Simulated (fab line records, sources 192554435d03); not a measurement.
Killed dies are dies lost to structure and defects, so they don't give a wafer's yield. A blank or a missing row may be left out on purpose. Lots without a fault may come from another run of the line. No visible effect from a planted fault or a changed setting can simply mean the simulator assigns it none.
fab line records | flow n5_finfet
record: lots: 8 | wafers: 24 | last_day: 17
route steps=1938 shown BEOL_M4@1111 BEOL_M5@1188 BEOL_M6@1224 PASSIVATION@1936
lots that met no fault: taken from a fault-free run of the same line
start_h: the number of hours between the record's first day and the start of the first shown wafer of the lot | wait_h: hours since the lot's step before | " repeats the value in the row above | L1.1+2: a row that stands for several wafers | - value missing, or start not given | * or withheld: withheld | < > ~ a bound
route shown NAME@n: a module of which the file shows steps, and the number in the route of the first | usual: mean/standard deviation of fault-free wafers | same: alike in all rows | chamber/n: place in a boat | sites: the reading at each site | _std_site: standard deviation across them | _edge_site: mean of outer sites minus mean of inner sites | radius_mm: for every site, how far away it sits from the centre of the wafer | mask NAME#n: copy n | behind: the tool/chamber that last shaped the wafer | hold: reason for holding the lot/hours on hold/outcome of the hold | device: the n, p or np transistor that did not switch | end of line: at the end of the route, the tests of the same wafers | for a step that has no rows: nothing shown but its recipe | killed: the dies lost at the first sort to structure and to defects; this is not the yield of the wafer | map: a wafer's dies, marking killed ones x, the rest . and places with no die _
set.NAME: the setting as run; set.NAME@STEP: as run at that earlier step | model.NAME: the simulator's own value behind a step, which no gauge read
a sample of lots followed through the steps of the route, with each step as a table and each wafer as a row
services: a tool's chamber out of use, with start hour (start_h, from the record's first day; less than 0 if before it), hours out, and reason
== steps ==
step: N5_BEOL_M4_RC_MEAS_101
usual: DIBL_N: 36.2/1.7 | DIBL_P: 36.2/2.2 | IOFF_N: 0.16/0.035 | IOFF_P: 0.21/0.042 | ION_N: 673/13 | ION_P: 462/7.9 | SS_N: 71.4/0.59 | SS_P: 73.2/0.7 | VT_N: 250/3.6 | VT_P: -251/3.5
lot.wafer | tool      | chamber | start_h | wait_h | DIBL_N[mV/V] | DIBL_P[mV/V] | IOFF_N[nA/um] | IOFF_P[nA/um] | ION_N[uA/um] | ION_P[uA/um] | SS_N[mV/dec] | SS_P[mV/dec] | VT_N[mV] | VT_P[mV]
L989.2    | prober-01 | 0       | 158.81  | 0.2    | 39.5         | 39.9         | 0.20          | 0.24          | 672          | 458          | 72.9         | 74.6         | 248      | -248
L989.3    | "         | 0       | "       | "      | 37.5         | 36.7         | 0.17          | 0.20          | 681          | 461          | 71.9         | 74.5         | 253      | -251
L989.4    | "         | 0       | "       | "      | 34.2         | 33.5         | 0.11          | 0.15          | 642          | 443          | 71.0         | 72.4         | 256      | -256
L990.2    | prober-01 | 0       | 167.22  | 0.2    | 36.3         | 36.1         | 0.14          | 0.19          | 653          | 446          | 70.9         | 73.0         | 250      | -252
L990.4    | "         | 0       | "       | "      | 38.7         | 40.1         | 0.21          | 0.25          | 688          | 461          | 72.5         | 74.0         | 243      | -247
L990.5    | "         | 0       | "       | "      | 36.4         | 38.5         | 0.17          | 0.22          | 674          | 465          | 71.4         | 73.9         | 248      | -251
L992.1    | prober-02 | 0       | 175.22  | 0.0    | 36.6         | 37.7         | 0.20          | 0.26          | 688          | 468          | 72.1         | 73.4         | 243      | -246
L992.4    | "         | 0       | "       | "      | 39.1         | 41.7         | 0.27          | 0.34          | 713          | 482          | 71.7         | 74.9         | 240      | -244
L992.6    | "         | 0       | "       | "      | 39.0         | 41.1         | 0.27          | 0.34          | 696          | 476          | 72.7         | 74.9         | 240      | -243
L996.1    | prober-02 | 0       | 211.46  | 0.0    | 37.3         | 37.1         | 0.18          | 0.24          | 676          | 468          | 71.6         | 72.4         | 249      | -248
L996.2    | "         | 0       | "       | "      | 37.1         | 38.6         | 0.19          | 0.27          | 691          | 477          | 71.7         | 73.7         | 246      | -247
L996.3    | "         | 0       | "       | "      | 36.5         | 36.5         | 0.16          | 0.22          | 682          | 463          | 71.3         | 72.6         | 250      | -250
L100.2    | prober-01 | 0       | 240.28  | 0.2    | 33.6         | 32.4         | 0.11          | 0.16          | 655          | 450          | 70.5         | 71.7         | 251      | -253
L100.3    | "         | 0       | "       | "      | 35.7         | 35.6         | 0.14          | 0.21          | 661          | 459          | 70.5         | 73.2         | 249      | -251
L100.6    | "         | 0       | "       | "      | 33.9         | 32.6         | 0.11          | 0.17          | 666          | 455          | 70.8         | 73.0         | 255      | -253
L108.2    | prober-01 | 0       | 287.95  | 0.2    | 35.2         | 34.0         | 0.13          | 0.18          | 668          | 460          | 71.4         | 72.7         | 250      | -253
L108.4    | "         | 0       | "       | "      | 37.4         | 36.2         | 0.18          | 0.22          | 685          | 467          | 71.3         | 72.8         | 245      | -251
L108.6    | "         | 0       | "       | "      | 36.4         | 34.2         | 0.15          | 0.19          | 661          | 455          | 70.8         | 73.1         | 249      | -252
L110.1    | prober-01 | 0       | 302.20  | 0.0    | 37.8         | 37.2         | 0.16          | 0.25          | 669          | 459          | 71.8         | 73.6         | 247      | -247
L110.3    | "         | 0       | "       | "      | 36.2         | 34.0         | 0.12          | 0.19          | 673          | 462          | 71.5         | 72.6         | 255      | -251
L110.4    | "         | 0       | "       | "      | 37.1         | 34.9         | 0.15          | 0.21          | 675          | 470          | 70.9         | 72.3         | 249      | -249
L111.1    | prober-02 | 0       | 303.62  | 0.0    | 37.0         | 36.1         | 0.16          | 0.21          | 668          | 459          | 71.3         | 72.9         | 251      | -250
L111.2    | "         | 0       | "       | "      | 34.4         | 33.8         | 0.12          | 0.17          | 666          | 457          | 71.0         | 71.9         | 255      | -253
L111.3    | "         | 0       | "       | "      | 37.7         | 37.8         | 0.18          | 0.24          | 678          | 459          | 71.8         | 73.3         | 247      | -249
step: N5_BEOL_M5_PRE_CLEAN_77
recipe: gas: NH3/H2 | time_s: 15 | temp_c: * | rf_power_w: 300
usual: heater_power_w: 95/35 | susceptor_temp_C: *
lot.wafer | tool      | chamber | start_h | wait_h | heater_power_w | since_wet_clean_h | susceptor_temp_C
L989.2    | cvd_co-02 | 1       | 171.77  | 0.0    | 53             | 35                | *
L989.3    | "         | 1       | "       | "      | 52             | -                 | *
L989.4    | "         | 0       | "       | "      | 130            | -                 | *
L990.2    | cvd_co-01 | 1       | 178.65  | 0.0    | 124            | 1157              | *
L990.4    | "         | 2       | "       | "      | 54             | -                 | *
L990.5    | "         | 0       | "       | "      | 128            | -                 | *
L992.1    | cvd_co-01 | 2       | 192.80  | 0.0    | 53             | 275               | *
L992.4    | "         | 1       | "       | "      | 125            | -                 | *
L992.6    | "         | 0       | "       | "      | 131            | -                 | *
L996.1    | cvd_co-02 | 0       | 222.87  | 0.0    | 130            | 983               | *
L996.2    | "         | 2       | "       | "      | 84             | 524               | *
L996.3    | "         | 1       | "       | "      | 52             | 86                | *
L100.2    | cvd_co-02 | 2       | 257.64  | 0.0    | 84             | 558               | *
L100.3    | "         | 0       | "       | "      | 136            | 1018              | *
L100.6    | "         | 0       | "       | "      | 131            | -                 | *
L108.2    | cvd_co-02 | 0       | 299.16  | 0.0    | 133            | 1059              | *
L108.4    | "         | 2       | "       | "      | 85             | -                 | *
L108.6    | "         | 0       | "       | "      | 135            | -                 | *
L110.1    | cvd_co-02 | 0       | 314.58  | 0.0    | 134            | 1075              | *
L110.3    | "         | 2       | "       | "      | 84             | 615               | *
L110.4    | "         | 2       | "       | "      | 84             | -                 | *
L111.1    | cvd_co-01 | 0       | 314.89  | 0.0    | 132            | 856               | *
L111.2    | "         | 1       | "       | "      | 125            | 1294              | *
L111.3    | "         | 2       | "       | "      | 55             | 397               | *
step: N5_BEOL_M6_EXPOSE_25
recipe: mask_id: V5 | na: 0.33 | source_shape: annular | sigma_inner: 0.4 | sigma_outer: 0.8 | polarization: unpolarized | target_cd_nm: 40 | dose_mj: 45
usual: exposure_dose_mJ_cm2: 44.90/0.093
lot.wafer | tool           | chamber | start_h | wait_h | mask | exposure_dose_mJ_cm2
L989.2    | euv_scanner-01 | 0       | 176.87  | -      | V5#0 | 44.78
L989.3    | "              | 0       | "       | "      | V5#0 | 44.86
L989.4    | "              | 0       | "       | "      | V5#0 | 44.89
L990.2    | euv_scanner-02 | 0       | 183.63  | -      | V5#0 | 44.99
L990.4    | "              | 0       | "       | "      | V5#0 | 44.99
L990.5    | "              | 0       | "       | "      | V5#0 | 45.00
L992.1    | euv_scanner-02 | 0       | 197.36  | -      | V5#0 | 45.04
L992.4    | "              | 0       | "       | "      | V5#0 | 45.06
L992.6    | "              | 0       | "       | "      | V5#0 | 45.00
L996.1    | euv_scanner-01 | 0       | 227.35  | -      | V5#0 | 44.88
L996.2    | "              | 0       | "       | "      | V5#0 | 44.86
L996.3    | "              | 0       | "       | "      | V5#0 | 44.87
L100.2    | euv_scanner-01 | 0       | 260.74  | -      | V5#0 | 44.83
L100.3    | "              | 0       | "       | "      | V5#0 | 44.85
L100.6    | "              | 0       | "       | "      | V5#0 | 44.81
L108.2    | euv_scanner-01 | 0       | 302.37  | -      | V5#0 | 38.73
L108.4    | "              | 0       | "       | "      | V5#0 | 38.69
L108.6    | "              | 0       | "       | "      | V5#0 | 38.59
L111.1    | euv_scanner-02 | 0       | 322.57  | -      | V5#0 | 44.96
L111.2    | "              | 0       | "       | "      | V5#0 | 44.99
L111.3    | "              | 0       | "       | "      | V5#0 | 45.02
L110.1    | euv_scanner-01 | 0       | 322.74  | -      | V5#0 | 39.83
L110.3    | "              | 0       | "       | "      | V5#0 | 39.87
L110.4    | "              | 0       | "       | "      | V5#0 | 39.79
step: N5_BEOL_M6_CD_MEAS_28
recipe: target_cd_nm: 40 | landing_energy_ev: 500 | detector: se_inlens
usual: cd_nm: 39.96/0.24
lot.wafer | tool      | chamber | start_h | wait_h | cd_nm
L989.2    | cd_sem-02 | 0       | 177.00  | -      | 40.13
L989.3    | "         | 0       | "       | "      | 39.86
L989.4    | "         | 0       | "       | "      | 40.14
L990.2    | cd_sem-02 | 0       | 183.75  | -      | 39.83
L990.4    | "         | 0       | "       | "      | 40.15
L990.5    | "         | 0       | "       | "      | 40.01
L992.1    | cd_sem-01 | 0       | 197.50  | -      | 39.92
L992.4    | "         | 0       | "       | "      | 39.90
L992.6    | "         | 0       | "       | "      | 39.75
L996.1    | cd_sem-01 | 0       | 227.48  | -      | 40.44
L996.2    | "         | 0       | "       | "      | 40.15
L996.3    | "         | 0       | "       | "      | 40.07
L100.2    | cd_sem-03 | 0       | 260.87  | -      | 39.64
L100.3    | "         | 0       | "       | "      | 39.88
L100.6    | "         | 0       | "       | "      | 39.77
L108.2    | cd_sem-03 | 0       | 302.50  | -      | 36.00
L108.4    | "         | 0       | "       | "      | 36.18
L108.6    | "         | 0       | "       | "      | 36.23
L111.1    | cd_sem-03 | 0       | 322.70  | -      | 39.86
L111.2    | "         | 0       | "       | "      | 39.54
L111.3    | "         | 0       | "       | "      | 40.20
L110.1    | cd_sem-01 | 0       | 322.87  | -      | 37.39
L110.3    | "         | 0       | "       | "      | 36.96
L110.4    | "         | 0       | "       | "      | 36.93
step: N5_BEOL_M6_ETCH_72
recipe: chemistry: N2/H2 | target: underlayer | target_depth_a: 65 | mask_material: CAR-EUV | time_s: 5.2 | ion_energy_ev: 200 | pressure_mtorr: 30 | source_w: 840 | bias_w: 150 | n2_flow_sccm: 200 | h2_flow_sccm: 200 | ends: cleared
usual: drypump_motor_current_A: 5.6/0.45 | etch_rf_on_time_s: 5.19/0.12 | h2_flow_sccm: 200.0/0.54 | oes_product_au: 0.66/0.069 | rf_vpp_V: 524.5/2.6 | showerhead_plenum_p_Torr: 2.56/0.075 | throttle_valve_pct: 17.73/0.21
lot.wafer | tool        | chamber | start_h | wait_h | drypump_motor_current_A | etch_rf_on_time_s | h2_flow_sccm | oes_product_au | rf_hours_counter_h | rf_vpp_V | showerhead_plenum_p_Torr | throttle_valve_pct
L989.2    | rie_diel-04 | 2       | 177.18  | 0.0    | 6.1                     | 5.17              | 199.8        | 0.59           | 239                | 520.9    | 2.50                     | 17.66
L989.3    | "           | 1       | "       | "      | 6.0                     | 5.17              | 200.2        | 0.74           | 41                 | 524.6    | 2.59                     | 17.91
L989.4    | "           | 3       | "       | "      | 5.9                     | 5.22              | 200.7        | 0.62           | 206                | 526.3    | 2.61                     | 17.75
L990.2    | rie_diel-04 | 1       | 183.91  | 0.0    | 6.0                     | 5.18              | 200.2        | 0.72           | 43                 | 524.0    | 2.60                     | 17.92
L990.4    | "           | 3       | "       | "      | 5.9                     | 5.24              | 199.6        | 0.62           | 210                | 525.9    | 2.61                     | 17.78
L990.5    | "           | 2       | "       | "      | 6.1                     | 5.23              | 200.3        | 0.59           | -                  | 523.6    | 2.50                     | 17.66
L992.1    | rie_diel-01 | 1       | 197.86  | 0.0    | 5.1                     | 5.02              | 199.7        | 0.60           | 245                | 527.9    | 2.62                     | 17.93
L992.4    | "           | 0       | "       | "      | 5.8                     | 5.19              | 200.1        | 0.64           | -                  | 525.5    | 2.53                     | 17.72
L992.6    | "           | 1       | "       | "      | 5.1                     | 4.98              | 199.7        | 0.61           | -                  | 526.7    | 2.62                     | 17.92
L996.1    | rie_diel-03 | 3       | 227.93  | 0.0    | 5.9                     | 5.11              | 199.6        | 0.81           | 6                  | 526.1    | 2.61                     | 17.54
L996.2    | "           | 1       | "       | "      | 5.4                     | 5.35              | 201.0        | 0.63           | 156                | 522.8    | 2.55                     | 17.70
L996.3    | "           | 0       | "       | "      | 5.3                     | 5.29              | 199.8        | 0.67           | 120                | 526.7    | 2.65                     | 17.51
L100.2    | rie_diel-01 | 0       | 261.03  | 0.0    | 5.8                     | 5.22              | 200.4        | 0.62           | 195                | 523.6    | 2.52                     | 17.78
L100.3    | "           | 3       | "       | "      | 6.1                     | 5.03              | 199.8        | 0.70           | 64                 | 527.9    | 2.67                     | 17.56
L100.6    | "           | 3       | "       | "      | 6.2                     | 5.02              | 198.6        | 0.70           | -                  | 531.0    | 2.67                     | 17.56
L108.2    | rie_diel-01 | 2       | 302.97  | 0.0    | 4.7                     | 5.13              | 200.6        | 0.59           | 230                | 519.1    | 2.41                     | 18.13
L108.4    | "           | 1       | "       | "      | 5.0                     | 4.93              | 200.2        | 0.85           | 8                  | 527.2    | 2.61                     | 17.48
L108.6    | "           | 2       | "       | "      | 4.8                     | 5.13              | 200.3        | 0.59           | -                  | 519.3    | 2.41                     | 18.15
L111.1    | rie_diel-03 | 3       | 323.24  | 0.0    | 5.9                     | 5.10              | 200.1        | 0.75           | 37                 | 523.9    | 2.59                     | 17.57
L111.2    | "           | 1       | "       | "      | 5.4                     | 5.43              | 199.6        | 0.61           | 191                | 523.9    | 2.53                     | 17.76
L111.3    | "           | 2       | "       | "      | 5.2                     | 5.12              | 200.2        | 0.62           | 220                | 524.9    | 2.50                     | 17.69
L110.1    | rie_diel-03 | 2       | 323.94  | 0.0    | 5.2                     | 5.13              | 199.4        | 0.62           | 221                | 526.1    | 2.50                     | 17.70
L110.3    | "           | 1       | "       | "      | 5.4                     | 5.38              | 199.8        | 0.60           | 191                | 523.1    | 2.53                     | 17.76
L110.4    | "           | 0       | "       | "      | 5.3                     | 5.29              | 200.3        | 0.64           | 151                | 527.6    | 2.64                     | 17.58
step: N5_BEOL_M6_VIA_ETCH_34
recipe: chemistry: C4F6/O2 | target: SiCOH_lowk | target_depth_a: 1263 | mask_material: SOC | taper_deg: 4 | time_s: 50.9 | ion_energy_ev: 250 | pressure_mtorr: 30 | source_w: 345 | bias_w: 185 | Ar_flow_sccm: 300 | C4F6_flow_sccm: 10 | O2_flow_sccm: 10
usual: C4F6_flow_sccm: 10.00/0.032 | drypump_motor_current_A: 5.5/0.45 | oes_product_au: 0.77/0.078 | rf_vpp_V: 661/13 | showerhead_plenum_p_Torr: 2.87/0.089 | throttle_valve_pct: 20.79/0.19
lot.wafer | tool        | chamber | start_h | wait_h | C4F6_flow_sccm | drypump_motor_current_A | oes_product_au | rf_hours_counter_h | rf_vpp_V | showerhead_plenum_p_Torr | throttle_valve_pct
L989.2    | rie_diel-04 | 2       | 177.33  | 0.0    | 10.01          | 6.1                     | 0.69           | 240                | 679      | 2.81                     | 20.76
L989.3    | "           | 1       | "       | "      | 9.98           | 6.0                     | 0.85           | 41                 | 676      | 2.91                     | 21.15
L989.4    | "           | 3       | "       | "      | 10.04          | 5.9                     | 0.71           | 206                | 667      | 2.93                     | 20.85
L990.2    | rie_diel-04 | 1       | 184.06  | 0.0    | 9.98           | 6.0                     | 0.85           | 43                 | 677      | 2.91                     | 21.15
L990.4    | "           | 3       | "       | "      | 9.98           | 6.0                     | 0.71           | 210                | 669      | 2.93                     | 20.86
L990.5    | "           | 2       | "       | "      | 9.97           | 6.1                     | 0.69           | -                  | 677      | 2.81                     | 20.78
L992.1    | rie_diel-01 | 1       | 198.01  | 0.0    | 9.94           | 5.1                     | 0.70           | 245                | 663      | 2.93                     | 20.94
L992.4    | "           | 0       | "       | "      | 9.99           | 5.8                     | 0.75           | -                  | 648      | 2.84                     | 20.76
L992.6    | "           | 1       | "       | "      | 9.95           | 5.1                     | 0.69           | -                  | 663      | 2.93                     | 20.95
L996.1    | rie_diel-03 | 3       | 228.07  | 0.0    | 9.98           | 5.9                     | 0.95           | 6                  | 642      | 2.92                     | 20.58
L996.2    | "           | 1       | "       | "      | 10.01          | 5.4                     | 0.74           | 156                | 673      | 2.83                     | 20.57
L996.3    | "           | 0       | "       | "      | 9.97           | 5.3                     | 0.79           | 120                | 657      | 2.97                     | 20.65
L100.2    | rie_diel-01 | 0       | 261.17  | 0.0    | 9.98           | 5.8                     | 0.73           | 195                | 648      | 2.83                     | 20.81
L100.3    | "           | 3       | "       | "      | 10.02          | 6.2                     | 0.82           | 64                 | 646      | 3.02                     | 20.84
L100.6    | "           | 3       | "       | "      | 10.02          | 6.2                     | 0.82           | -                  | 646      | 3.02                     | 20.83
L108.2    | rie_diel-01 | 2       | 303.11  | 0.0    | 10.02          | 4.8                     | 0.70           | 230                | 681      | 2.71                     | 21.08
L108.4    | "           | 1       | "       | "      | 10.00          | 5.1                     | 0.97           | 8                  | 664      | 2.92                     | 20.56
L108.6    | "           | 2       | "       | "      | 10.01          | 4.8                     | 0.69           | -                  | 679      | 2.71                     | 21.08
L111.1    | rie_diel-03 | 3       | 323.39  | 0.0    | 9.98           | 5.9                     | 0.88           | 37                 | 641      | 2.91                     | 20.63
L111.2    | "           | 1       | "       | "      | 10.00          | 5.4                     | 0.71           | 191                | 671      | 2.81                     | 20.63
L111.3    | "           | 2       | "       | "      | 10.03          | 5.2                     | 0.73           | 220                | 659      | 2.81                     | 20.79
L110.1    | rie_diel-03 | 2       | 324.08  | 0.0    | 10.01          | 5.2                     | 0.73           | 221                | 658      | 2.81                     | 20.78
L110.3    | "           | 1       | "       | "      | 10.00          | 5.4                     | 0.71           | 191                | 672      | 2.81                     | 20.63
L110.4    | "           | 0       | "       | "      | 10.00          | 5.4                     | 0.75           | 151                | 656      | 2.96                     | 20.71
step: N5_PASSIVATION_PROBE_49
usual: defect_limited_yield: 91.4/1.4 | killed_at_M0_to_M3: 31/10 | killed_at_M4_up: 14/5.6 | killed_at_contacts: 13/6.3 | killed_at_front_end: 39/10 | killed_at_other: 4/3.1 | killed_dies: 101/16 | killed_on_rim: 13/3.9 | killed_open: 65/13 | killed_short: 34/7.2 | sort_bin_5_function: 5.1/0.88 | sort_bin_6_memory: 3.2/0.66 | sort_n_pass: 1079/16 | sort_yield_pct: 91.4/1.4
same: gross_dies: 1180 | killed_at_back_side: 0 | sort_bin_4_leakage[%]: 0 | sort_bin_8_speed[%]: 0
lot.wafer | tool      | chamber | start_h | wait_h | defect_limited_yield[%] | killed_at_M0_to_M3 | killed_at_M4_up | killed_at_contacts | killed_at_front_end | killed_at_other | killed_dies | killed_on_rim | killed_open | killed_short | sort_bin_5_function[%] | sort_bin_6_memory[%] | sort_n_pass | sort_yield_pct[%]
L990.2    | prober-01 | -       | 279.08  | 0.1    | 90.2                    | 25                 | 12              | 23                 | 40                  | 16              | 116         | 22            | 78          | 38           | 5.8                    | 3.8                  | 1064        | 90.2
L990.4    | prober-01 | -       | 279.18  | 0.2    | 91.8                    | 27                 | 5               | 12                 | 41                  | 12              | 97          | 18            | 70          | 26           | 5.0                    | 3.0                  | 1083        | 91.8
L990.5    | prober-01 | -       | 279.23  | 0.2    | 90.8                    | 34                 | 8               | 12                 | 48                  | 7               | 109         | 11            | 67          | 38           | 5.1                    | 3.5                  | 1071        | 90.8
L108.2    | prober-01 | -       | 388.35  | 0.1    | 28.8                    | 26                 | 748             | 7                  | 57                  | 2               | 840         | 114           | 71          | 33           | 46.4                   | 19.7                 | 340         | 28.8
L108.4    | prober-01 | -       | 388.45  | 0.2    | 30.6                    | 36                 | 739             | 12                 | 29                  | 3               | 819         | 101           | 55          | 36           | 45.8                   | 18.1                 | 361         | 30.6
L108.6    | prober-01 | -       | 388.55  | 0.3    | 30.8                    | 20                 | 756             | 13                 | 28                  | 0               | 817         | 113           | 54          | 29           | 45.8                   | 18.1                 | 363         | 30.8
L110.1    | prober-02 | -       | 405.17  | 0.0    | 83.0                    | 29                 | 123             | 19                 | 29                  | 1               | 201         | 23            | 47          | 42           | 10.2                   | 6.4                  | 979         | 83.0
L110.3    | prober-02 | -       | 405.27  | 0.1    | 82.3                    | 28                 | 134             | 10                 | 32                  | 5               | 209         | 30            | 56          | 30           | 10.0                   | 6.5                  | 971         | 82.3
L110.4    | prober-02 | -       | 405.32  | 0.2    | 80.0                    | 32                 | 148             | 9                  | 41                  | 6               | 236         | 28            | 64          | 39           | 12.5                   | 6.8                  | 944         | 80.0
killed by level:class
L990.2 MOL_CONTACT_COAG:geometric_particle:open=16 STI_FIN_REVEAL:geometric_particle:open=13 FIN_SAQP:geometric_particle:short=8 BEOL_M3:geometric_particle:open=8 FIN_SAQP:geometric_particle:open=7 MOL_CONTACT_COAG:geometric_particle:short=7 BEOL_M5:geometric_particle:open=5 MIM_TOP:geometric_particle:open=5
L990.4 FIN_SAQP:geometric_particle:open=11 MOL_CONTACT_COAG:geometric_particle:open=11 BEOL_M3:geometric_particle:open=11 STI_FIN_REVEAL:geometric_particle:open=5 STARTING-WAFER:geometric_particle:open=5 STARTING-WAFER:geometric_particle:short=5 DUMMY_GATE:geometric_particle:open=4 MIM_TOP:geometric_particle:open=4
L990.5 STI_FIN_REVEAL:geometric_particle:open=11 BEOL_M3:geometric_particle:open=10 FIN_SAQP:geometric_particle:short=9 MOL_CONTACT_COAG:geometric_particle:open=9 BEOL_M0_SAQP:geometric_particle:short=9 BEOL_M5:geometric_particle:open=7 FIN_SAQP:geometric_particle:open=6 BEOL_M0:geometric_particle:open=5
L108.2 BEOL_M6:area_expose=736 FIN_SAQP:geometric_particle:open=16 BEOL_M0_SAQP:geometric_particle:open=14 FIN_SAQP:geometric_particle:short=8 STI_FIN_REVEAL:geometric_particle:open=8 GATE_CUT:geometric_particle:short=5 GATE_CUT:geometric_particle:open=5 BEOL_M0_SAQP:geometric_particle:short=5
L108.4 BEOL_M6:area_expose=725 BEOL_M0_SAQP:geometric_particle:short=9 MOL_CONTACT_COAG:geometric_particle:open=9 BEOL_M3:geometric_particle:open=6 FIN_SAQP:geometric_particle:open=5 GATE_CUT:geometric_particle:short=5 BEOL_M1:geometric_particle:open=5 BEOL_M2:geometric_particle:open=5
L108.6 BEOL_M6:area_expose=734 MOL_CONTACT_COAG:geometric_particle:open=9 BEOL_M4:geometric_particle:open=7 FIN_SAQP:geometric_particle:short=6 GATE_CUT:geometric_particle:short=6 BEOL_M5:geometric_particle:open=6 BEOL_M3:geometric_particle:open=5 FIN_SAQP:geometric_particle:open=4
L110.1 BEOL_M6:area_expose=110 MOL_CONTACT_COAG:geometric_particle:open=13 BEOL_M0_SAQP:geometric_particle:short=9 GATE_CUT:geometric_particle:short=8 BEOL_M3:geometric_particle:open=7 MOL_CONTACT_COAG:geometric_particle:short=6 DUMMY_GATE:geometric_particle:open=5 FIN_SAQP:geometric_particle:open=4
L110.3 BEOL_M6:area_expose=122 FIN_SAQP:geometric_particle:short=12 BEOL_M0_SAQP:geometric_particle:open=10 MOL_CONTACT_COAG:geometric_particle:open=9 BEOL_M4:geometric_particle:open=6 BEOL_M1:geometric_particle:open=5 BEOL_M0_SAQP:geometric_particle:short=4 DUMMY_GATE:geometric_particle:open=3
L110.4 BEOL_M6:area_expose=128 FIN_SAQP:geometric_particle:open=8 BEOL_M3:geometric_particle:open=8 FIN_SAQP:geometric_particle:short=7 GATE_CUT:geometric_particle:short=6 MOL_CONTACT_COAG:geometric_particle:open=6 BEOL_M2:geometric_particle:open=6 STARTING-WAFER:geometric_particle:open=6
== services ==
tool           | chamber | start_h | hours | kind
rie_diel-03    | -       | 150.21  | 4.3   | pm
euv_scanner-02 | -       | 150.75  | 1.0   | pm
rie_diel-04    | 1       | 161.52  | 5.3   | repair
cvd_co-02      | 2       | 166.16  | 9.0   | repair
euv_scanner-01 | -       | 183.77  | 1.0   | pm
rie_diel-01    | 3       | 191.98  | 14.3  | repair
euv_scanner-01 | -       | 198.35  | 8.8   | repair
euv_scanner-02 | -       | 207.18  | 1.0   | pm
rie_diel-03    | -       | 211.67  | 1.7   | repair
cvd_co-02      | 2       | 235.07  | 3.4   | repair
euv_scanner-01 | -       | 239.92  | 1.0   | pm
euv_scanner-01 | -       | 244.39  | 4.6   | pm
cvd_co-01      | 0       | 252.59  | 8.9   | repair
cvd_co-02      | 1       | 258.73  | 4.7   | repair
cvd_co-02      | -       | 262.55  | 6.0   | pm
euv_scanner-01 | -       | 268.38  | 3.1   | repair
rie_diel-04    | 1       | 287.30  | 4.7   | repair
rie_diel-03    | 3       | 291.56  | 6.8   | repair
rie_diel-03    | -       | 293.56  | 1.1   | repair
rie_diel-03    | 0       | 296.71  | 5.3   | repair
rie_diel-01    | -       | 306.91  | 75.6  | repair
euv_scanner-01 | -       | 307.78  | 1.0   | pm
rie_diel-04    | -       | 308.37  | 4.3   | pm
rie_diel-04    | 3       | 321.46  | 9.9   | repair
== key ==
first_sign: step: N5_BEOL_M6_EXPOSE_25 | reading: exposure_dose_mJ_cm2 | direction: down | sigmas: 61 | usual: 44.90 | struck: 39.25
effect: step: N5_BEOL_M6_CD_MEAS_28 | reading: cd_nm | direction: down | sigmas: 14 | usual: 39.96 | struck: 36.61 | through: control_loop
effect: step: N5_PASSIVATION_PROBE_49 | reading: killed_at_M4_up | direction: up | sigmas: 77 | usual: 14 | struck: 441
more_kills_born_at: N5_BEOL_M6_EXPOSE_25@euv_scanner-01: 2555
met_at N5_BEOL_M6_EXPOSE_25
struck_lots L108,L110
later_rows_left_out L108.2,L108.4,L108.6
loop_trim: step: N5_BEOL_M6_EXPOSE_25 | setting: dose | lots: L110
not_acting_at N5_BEOL_M5_PRE_CLEAN_77,N5_BEOL_M6_ETCH_72,N5_BEOL_M6_VIA_ETCH_34
onset_between 260.74 302.37
fault: kind: process_parameter_drift | tool: euv_scanner-01 | chamber: - | onset_h: 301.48 | steps: N5_BEOL_M6_EXPOSE_25 | channel: dose_mj | offset: -6.1877 | shape: step | acts_in: these_recipes_only | stated: 45
later_rows_left_out: the simulator's readings of these wafers behind a module that went badly wrong aren't trusted and aren't shown, but for the sort
loop_trim: a control loop set the setting to another value than it would have without faults
